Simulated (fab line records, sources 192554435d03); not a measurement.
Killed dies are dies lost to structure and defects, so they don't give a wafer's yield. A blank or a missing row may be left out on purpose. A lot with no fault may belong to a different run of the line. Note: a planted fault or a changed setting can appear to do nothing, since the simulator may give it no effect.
A lot that was struck, set against a sound lot | flow n5Finfet | 38 steps out of a route of 1938
Sound: these wafers, L246.2, L246.5, L246.6. Struck: wafer L233.4 (left out: L233.3, L233.6 of the same lot, which were not struck); the cause appears at the end.
Each step with rows lists, per side, the tool, then ch with its chambers, then its first start. Under that, the readings that differ: sound wafers | struck wafers | difference of the means | sigmas: that difference in standard deviations of wafers without a fault.
alike: readings whose means differ by less than 2 such deviations, and words and numbers that are the same on both sides. not compared: withheld readings, readings that some wafer has no value for, bounds like >300 that may hide the same value, and numbers for which the record gives no deviation and whose values overlap.
A row with sigmas, a row that says differs or no value, or rows on one side alone: a step with any of these is where the two part. Non-overlapping numbers with no deviation appear without sigmas and do not part them. Lack of a reading on every wafer of one side parts them only where that side has two or more wafers.

first, 8 steps without rows for these wafers: N5_BEOL_M0_ECD_118 (material Cu, target thk 300 nm); N5_BEOL_M0_ANNEAL_119 (time 90 s); N5_BEOL_M0_CMP_120 (polishes, stops on SiOC, t overpolish 6.9 s); N5_BEOL_M0_PRE_CLEAN_131 (time 15 s); N5_BEOL_M0_CO_CAP_123 (material Co, precursor CCTBA/H2, target thk 2 nm, time 102.1 s); N5_BEOL_M0_PRE_CLEAN_124 (time 15 s); N5_BEOL_M0_DEP_125 (deposits SiCN from 3MS/NH3, target thk 8 nm, time 14 s); N5_BEOL_M1_ILD_DEP_00 (deposits SiOC from DEMS/O2, target thk 79 nm, time 15.3 s).
N5_BEOL_M1_PECVD_72: deposits SiO2 from TEOS/O2, target thk 16 nm, time 18 s.
  sound on pecvd-04 ch 0,1,2, day 11 17:17; struck on pecvd-04 ch 1, day 8 21:20
reading                                   | sound                | struck | difference | sigmas
susceptorTempC (C)                        | 399.49 399.50 399.79 | 386.03 | -13.56     | -59
model.SiO2_of_BEOL_M1_PECVD_72.thkNm (nm) | 16 16 16.2           | 17.8   | +1.7       | 
  alike: heaterPowerW, showerheadPlenumPTorr, throttleValvePct
then, 25 steps without rows for these wafers: N5_BEOL_M1_HM_DEP_02 (deposits TiN, target thk 20 nm); N5_BEOL_M1_COAT_61 (time 60 s, resist thk 60 nm); N5_BEOL_M1_COAT_62 (time 60 s, resist thk 12 nm); N5_BEOL_M1_COAT_73 (time 60 s, resist thk 5 nm); N5_BEOL_M1_COAT_05 (resist thk 30 nm); N5_BEOL_M1_EBR_07; N5_BEOL_M1_SOFTBAKE_06 (time 60 s); N5_BEOL_M1_EXPOSE_08 (exposes mask M1); N5_BEOL_M1_PEB_09 (peb time 60 s); N5_BEOL_M1_DEVELOP_10 (develop time 30 s); N5_BEOL_M1_DESCUM_16 (chemistry O2, time 7 s); N5_BEOL_M1_ETCH_74 (etches underlayer in N2/H2, target depth 6.5 nm, time 5.2 s); N5_BEOL_M1_ETCH_63 (etches SiARC in CF4, target depth 15.6 nm, time 26 s); N5_BEOL_M1_ETCH_64 (etches SOC in N2/H2, target depth 75 nm, overetch 15 nm, time 112.5 s); N5_BEOL_M1_STRIP_65 (strips in N2/H2); N5_BEOL_M1_STRIP_75 (strips in N2/H2); N5_BEOL_M1_STRIP_66 (strips in CF4); N5_BEOL_M1_HM_OPEN_17 (chemistry Cl2/BCl3, target TiN, target depth 20 nm, overetch 6 nm); N5_BEOL_M1_STRIP_19 (strips in O2); N5_BEOL_M1_COAT_67 (time 60 s, resist thk 60 nm); N5_BEOL_M1_COAT_68 (time 60 s, resist thk 12 nm); N5_BEOL_M1_COAT_76 (time 60 s, resist thk 5 nm); N5_BEOL_M1_COAT_22 (resist thk 30 nm); N5_BEOL_M1_EBR_24; N5_BEOL_M1_SOFTBAKE_23 (time 60 s).
N5_BEOL_M1_HM_STRIP_39: strips TiN in peroxide tin strip, target depth 25 nm, time 158 s.
  sound on wetBench-06 ch 0,2,3, day 12 06:05; struck on wetBench-01 ch 2, day 9 02:38
reading                                   | sound        | struck | difference | sigmas
model.SiO2_of_BEOL_M1_PECVD_72.thkNm (nm) | 15.8 15.8 16 | 17.6   | +1.7       | 
N5_BEOL_M1_CMP_52: polishes, stops on SiOC, t overpolish 6.8 s, target thk 40 nm.
  sound on cmp-04 ch 0,2,3, day 12 11:20; struck on cmp-03 ch 3, day 9 05:41
reading                   | sound          | struck | difference | sigmas
barrierFieldEndpointS (s) | 24.3 24.5 24.0 | 27.3   | +3.0       | +5
  alike: edgeZonePressureFrac, motorCurrentA, platenRpm
N5_BEOL_M4_RC_MEAS_101:
  sound on prober-01 ch 0, day 14 07:36; struck on prober-02 ch 0, day 10 22:32
reading       | sound          | struck | difference | sigmas
ION_N (uA/um) | 662 667 631    | 701    | +48        | +3
ION_P (uA/um) | 449 447 438    | 478    | +33        | +3
SS_P (mV/dec) | 72.9 73.0 71.5 | 74.4   | +1.9       | +2
VT_N (mV)     | 252 251 260    | 245    | -9         | -2
  alike: DIBL_N, DIBL_P, IOFF_N, IOFF_P, SS_N, VT_P
-- record jumps: 4 days separate the struck wafers' starts on either side; left off in module BEOL_M4, taken up again in module PASSIVATION, whose first shown step is the route's number 1936 --
N5_PASSIVATION_PROBE_49:
  sound on prober-01 at day 18 21:53; struck on prober-01 at day 15 03:28
  alike: defectLimitedYield, killed_at_M0_to_M3, killed_at_M4_up, killedAtContacts, killedAtFrontEnd, killedAtOther, killedDies, killedOpen, killedShort, sort_bin_4_leakage, sort_bin_5_function, sort_bin_6_memory, sort_bin_8_speed, sortNPass, sortYieldPct

## WHERE THEY PART
Earliest at N5_BEOL_M1_PECVD_72; latest, in this record, at N5_BEOL_M4_RC_MEAS_101. Later steps at which nothing parts them and some readings are alike: N5_PASSIVATION_PROBE_49.

WHY: what had been put in by the simulator
pecvd-04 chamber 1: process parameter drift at N5_BEOL_M1_PECVD_72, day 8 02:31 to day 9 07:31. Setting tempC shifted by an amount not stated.
